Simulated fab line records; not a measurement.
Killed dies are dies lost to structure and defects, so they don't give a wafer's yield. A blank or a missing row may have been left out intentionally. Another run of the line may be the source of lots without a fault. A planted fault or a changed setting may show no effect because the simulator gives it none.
Which of the tools did it? | flow n5_finfet | 9 lots with 26 wafers sampled at 5 steps, on a route of 1938 steps

== WHAT THE GAUGES READ, wafer by wafer ==
N5_BEOL_M4_RC_MEAS_101. Usual: DIBL_N 36.6 mV/V, standard deviation 1.9; DIBL_P 36.7 mV/V, standard deviation 2.2; IOFF_N 0.16 nA/um, standard deviation 0.035; IOFF_P 0.22 nA/um, standard deviation 0.038; ION_N 672 uA/um, standard deviation 14; ION_P 462 uA/um, standard deviation 8.3; SS_N 71.6 mV/dec, standard deviation 0.65; SS_P 73.5 mV/dec, standard deviation 0.72; VT_N 250 mV, standard deviation 3.5; VT_P -250 mV, standard deviation 3.1.
lot  | measured     | on        | DIBL_N (mV/V)  | DIBL_P (mV/V)  | IOFF_N (nA/um) | IOFF_P (nA/um) | ION_N (uA/um) | ION_P (uA/um) | SS_N (mV/dec)  | SS_P (mV/dec)  | VT_N (mV)   | VT_P (mV)      | flag
L271 | day 9 21:14  | prober-02 | 35.1 36.8 35.6 | 35.1 37.9 36.8 | 0.14 0.16 0.15 | 0.18 0.22 0.21 | 679 668 680   | 466 460 469   | 71.7 71.1 70.9 | 72.6 74.0 72.8 | 252 253 250 | -252 -251 -249 |
L277 | day 11 09:17 | prober-02 | 36.3 36.5      | 36.6 37.6      | 0.15 0.16      | 0.21 0.22      | 678 681       | 468 463       | 71.1 71.4      | 73.3 73.7      | 252 247     | -252 -250      |
L279 | day 11 14:56 | prober-01 | 32.7 36.4 33.4 | 34.8 38.2 34.6 | 0.12 0.18 0.12 | 0.18 0.23 0.18 | 655 670 665   | 459 466 460   | 70.9 72.2 71.6 | 72.7 73.1 72.6 | 252 249 253 | -252 -249 -252 |
L284 | day 13 03:19 | prober-01 | 38.8 35.6 38.5 | 40.6 36.4 40.4 | 0.21 0.15 0.21 | 0.29 0.21 0.30 | 670 656 670   | 462 456 467   | 72.3 71.5 72.9 | 74.8 72.8 74.9 | 247 253 245 | -244 -249 -247 |
L287 | day 13 09:16 | prober-02 | 40.8 35.1 36.6 | 42.0 35.6 36.8 | 0.26 0.14 0.16 | 0.32 0.21 0.21 | 692 663 676   | 467 457 462   | 72.9 71.1 71.7 | 74.4 73.1 73.4 | 245 251 250 | -245 -249 -251 |
L288 | day 14 07:06 | prober-01 | 37.4 37.4 38.9 | 38.4 38.9 38.7 | 0.16 0.17 0.18 | 0.22 0.25 0.24 | 678 667 654   | 468 455 452   | 71.0 71.4 72.4 | 74.4 73.9 74.9 | 251 253 254 | -249 -247 -249 |
L290 | day 14 07:49 | prober-02 | 38.0 39.0 37.8 | 37.2 39.1 36.6 | 0.19 0.23 0.18 | 0.26 0.31 0.25 | 699 682 674   | 472 467 463   | 71.8 71.8 72.4 | 73.5 74.1 73.6 | 249 245 248 | -244 -244 -245 |
L289 | day 14 14:19 | prober-02 | 38.1 35.2 35.7 | 37.1 34.2 34.4 | 0.19 0.14 0.14 | 0.25 0.19 0.21 | 669 680 678   | 458 466 474   | 71.4 71.2 71.6 | 73.8 72.6 73.6 | 249 251 249 | -248 -250 -248 |
L291 | day 14 16:10 | prober-01 | 37.0 36.8 38.7 | 38.4 38.0 39.6 | 0.17 0.17 0.20 | 0.22 0.24 0.26 | 674 676 694   | 467 459 470   | 71.4 72.2 72.2 | 73.3 74.1 73.6 | 251 248 249 | -250 -248 -248 |

== TOOL THAT RAN EACH LOT (tool first, then ch and the chambers of the sampled wafers, then the start) ==
lot  | N5_BEOL_M4_ETCH_74                | N5_BEOL_M4_STRIP_19                | N5_BEOL_M4_ETCH_70                 | N5_BEOL_M4_VIA_ETCH_34
L271 | rie_diel-05 ch 1,2,3, day 9 02:04 | rie_diel-04 ch 0,3, day 9 02:24    | rie_diel-02 ch 2,3, day 9 16:43    | rie_diel-02 ch 2,3, day 9 16:50
L277 | rie_diel-02 ch 1,3, day 10 13:33  | rie_diel-02 ch 1,2, day 10 13:56   | rie_diel-02 ch 1,3, day 11 02:56   | rie_diel-02 ch 1,3, day 11 03:02
L279 | rie_diel-04 ch 1,2, day 11 04:12  | rie_diel-05 ch 0,2,3, day 11 04:34 | rie_diel-04 ch 0,1,3, day 11 08:35 | rie_diel-04 ch 0,1,3, day 11 08:41
L284 | rie_diel-04 ch 0,3, day 12 01:50  | rie_diel-02 ch 0,3, day 12 02:16   | rie_diel-04 ch 0,1,2, day 12 22:56 | rie_diel-04 ch 0,1,2, day 12 23:02
L287 | rie_diel-05 ch 1,3, day 13 00:02  | rie_diel-05 ch 0,1,3, day 13 00:22 | rie_diel-05 ch 1,2,3, day 13 04:14 | rie_diel-05 ch 1,2,3, day 13 04:20
L288 | rie_diel-02 ch 0,1, day 13 09:18  | rie_diel-05 ch 0,1, day 13 09:38   | rie_diel-02 ch 2,3, day 13 23:45   | rie_diel-02 ch 2,3, day 13 23:52
L290 | rie_diel-04 ch 0,2, day 13 23:28  | rie_diel-04 ch 2,3, day 13 23:47   | rie_diel-02 ch 1,2, day 14 01:49   | rie_diel-02 ch 1,2, day 14 01:56
L289 | rie_diel-02 ch 2,3, day 14 02:44  | rie_diel-02 ch 1,2, day 14 03:04   | rie_diel-04 ch 1,2, day 14 09:44   | rie_diel-04 ch 1,2, day 14 09:51
L291 | rie_diel-05 ch 1,3, day 14 06:48  | rie_diel-05 ch 1,2,3, day 14 07:07 | rie_diel-04 ch 0,3, day 14 10:55   | rie_diel-04 ch 0,3, day 14 11:02
- N5_BEOL_M4_ETCH_74: etches underlayer in N2/H2, target depth 6.5 nm, time 5.2 s.
- N5_BEOL_M4_STRIP_19: strips in O2.
- N5_BEOL_M4_ETCH_70: etches SOC in N2/H2, target depth 80 nm, overetch 24 nm, time 130 s.
- N5_BEOL_M4_VIA_ETCH_34: etches the open film in C4F6/O2, target depth 69.4 nm, time 65.9 s.

== WHAT THE TOOLS THEMSELVES READ (means of the sampled wafers that have a number; where no wafer has one, the mark that the record gives instead) ==
N5_BEOL_M4_ETCH_74. Usual: drypump_motor_current_A 5.8 A, standard deviation 0.37; etch_rf_on_time_s 5.32 s, standard deviation 0.15; oes_product_au 0.62 a.u., standard deviation 0.061; rf_vpp_V 524 V, standard deviation 3; showerhead_plenum_p_Torr 2.55 Torr, standard deviation 0.098; throttle_valve_pct 17.9 %, standard deviation 0.32.
lot  | tool        | drypump_motor_current_A (A) | etch_rf_on_time_s (s) | oes_product_au (a.u.) | rf_vpp_V (V) | showerhead_plenum_p_Torr (Torr) | throttle_valve_pct (%) | flag
L271 | rie_diel-05 | 6.0                         | 5.33                  | 0.60                  | 523          | 2.52                            | 18.0                   |
L277 | rie_diel-02 | 5.3                         | 5.31                  | 0.59                  | 523          | 2.58                            | 18.1                   |
L279 | rie_diel-04 | 5.6                         | 5.41                  | 0.60                  | 524          | 2.56                            | 18.1                   |
L284 | rie_diel-04 | 5.7                         | 5.36                  | 0.60                  | 525          | 2.56                            | 18.0                   |
L287 | rie_diel-05 | 6.2                         | 5.19                  | 0.67                  | 525          | 2.57                            | 17.8                   |
L288 | rie_diel-02 | 5.8                         | 5.35                  | 0.69                  | 527          | 2.67                            | 17.7                   |
L290 | rie_diel-04 | 5.7                         | 5.30                  | 0.62                  | 521          | 2.42                            | 17.6                   |
L289 | rie_diel-02 | 5.9                         | 5.06                  | 0.73                  | 526          | 2.62                            | 17.8                   |
L291 | rie_diel-05 | 6.3                         | 5.12                  | 0.71                  | 526          | 2.63                            | 17.8                   |

N5_BEOL_M4_STRIP_19. Usual: drypump_motor_current_A 5.8 A, standard deviation 0.43; oes_product_au 0.74 a.u., standard deviation 0.084; rf_vpp_V 3.7 V, standard deviation 0.49; showerhead_plenum_p_Torr 2.11 Torr, standard deviation 0.084; throttle_valve_pct 16.79 %, standard deviation 0.26.
lot  | tool        | drypump_motor_current_A (A) | oes_product_au (a.u.) | rf_vpp_V (V) | showerhead_plenum_p_Torr (Torr) | throttle_valve_pct (%) | flag
L271 | rie_diel-04 | 5.7                         | 0.73                  | 3.7          | 2.12                            | 16.86                  |
L277 | rie_diel-02 | 6.1                         | 0.74                  | 4.0          | 2.20                            | 16.80                  |
L279 | rie_diel-05 | 5.7                         | 0.71                  | 4.1          | 2.11                            | 16.90                  |
L284 | rie_diel-02 | 5.2                         | 0.78                  | 3.5          | 2.11                            | 16.57                  |
L287 | rie_diel-05 | 6.1                         | 0.78                  | 3.5          | 2.12                            | 16.82                  |
L288 | rie_diel-05 | 6.2                         | 0.85                  | 3.8          | 2.17                            | 16.70                  |
L290 | rie_diel-04 | 5.8                         | 0.88                  | 3.7          | 2.09                            | 16.75                  |
L289 | rie_diel-02 | 6.0                         | 0.71                  | 3.1          | 2.17                            | 16.92                  |
L291 | rie_diel-05 | 6.0                         | 0.77                  | 3.7          | 2.15                            | 16.69                  |

N5_BEOL_M4_ETCH_70. Usual: drypump_motor_current_A 5.7 A, standard deviation 0.44; oes_product_au 0.55 a.u., standard deviation 0.058; rf_vpp_V 524.4 V, standard deviation 2.7; showerhead_plenum_p_Torr 2.57 Torr, standard deviation 0.099; throttle_valve_pct 17.89 %, standard deviation 0.29.
lot  | tool        | drypump_motor_current_A (A) | oes_product_au (a.u.) | rf_vpp_V (V) | showerhead_plenum_p_Torr (Torr) | throttle_valve_pct (%) | flag
L271 | rie_diel-02 | 5.9                         | 0.57                  | 525.6        | 2.63                            | 17.83                  |
L277 | rie_diel-02 | 5.3                         | 0.52                  | 524.6        | 2.58                            | 18.04                  |
L279 | rie_diel-04 | 5.5                         | 0.53                  | 524.5        | 2.56                            | 17.95                  |
L284 | rie_diel-04 | 5.7                         | 0.53                  | 522.4        | 2.49                            | 17.85                  |
L287 | rie_diel-05 | 6.0                         | 0.58                  | 525.4        | 2.61                            | 17.82                  |
L288 | rie_diel-02 | 5.9                         | 0.62                  | 525.4        | 2.62                            | 17.74                  |
L290 | rie_diel-02 | 6.2                         | 0.55                  | 525.9        | 2.66                            | 17.94                  |
L289 | rie_diel-04 | 5.6                         | 0.64                  | 524.1        | 2.54                            | 17.93                  |
L291 | rie_diel-04 | 5.6                         | 0.59                  | 522.5        | 2.49                            | 17.62                  |

N5_BEOL_M4_VIA_ETCH_34. Usual: drypump_motor_current_A 5.7 A, standard deviation 0.44; oes_ar_750_au 0.75 a.u., standard deviation 0.079; oes_product_au 0.75 a.u., standard deviation 0.085; rf_vpp_V 668 V, standard deviation 13; showerhead_plenum_p_Torr 2.86 Torr, standard deviation 0.1; throttle_valve_pct 30.77 %, standard deviation 0.3.
lot  | tool        | drypump_motor_current_A (A) | oes_ar_750_au (a.u.) | oes_product_au (a.u.) | rf_vpp_V (V) | showerhead_plenum_p_Torr (Torr) | throttle_valve_pct (%) | flag
L271 | rie_diel-02 | 5.9                         | 0.79                 | 0.79                  | 684          | 2.93                            | 30.66                  |
L277 | rie_diel-02 | 5.3                         | 0.69                 | 0.99                  | 674          | 2.84                            | 30.73                  |
L279 | rie_diel-04 | 5.5                         | 0.71                 | 0.70                  | 661          | 2.87                            | 30.84                  |
L284 | rie_diel-04 | 5.7                         | 0.71                 | 0.71                  | 656          | 2.79                            | 30.81                  |
L287 | rie_diel-05 | 6.0                         | 0.78                 | 0.79                  | 672          | 2.92                            | 30.81                  |
L288 | rie_diel-02 | 5.9                         | 0.85                 | 0.86                  | 683          | 2.91                            | 30.57                  |
L290 | rie_diel-02 | 6.2                         | 0.75                 | 0.75                  | 676          | 2.95                            | 30.82                  |
L289 | rie_diel-04 | 5.6                         | 0.86                 | 0.86                  | 665          | 2.85                            | 31.16                  |
L291 | rie_diel-04 | 5.6                         | 0.80                 | 0.80                  | 650          | 2.79                            | 30.62                  |

== THE ANSWER, worked out from the rows above alone ==
Rule: a lot counts as off when the mean over its wafers that have a number is more than 3 standard deviations away from the usual mean. Also off: a lot with no number at a reading for which 4 or more lots have one. All remaining lots with rows at the step are treated as sound. Order of review: gauges by route order, followed by the tools' own readings, for which a lot's mean as printed above is used. At the first step where some lot is off, the reading lying furthest off is the one used; lots without a number count as furthest.
Across all readings shown, no lot is off: no conclusion can be drawn from this.

== WHAT THE SIMULATOR PUT IN ==
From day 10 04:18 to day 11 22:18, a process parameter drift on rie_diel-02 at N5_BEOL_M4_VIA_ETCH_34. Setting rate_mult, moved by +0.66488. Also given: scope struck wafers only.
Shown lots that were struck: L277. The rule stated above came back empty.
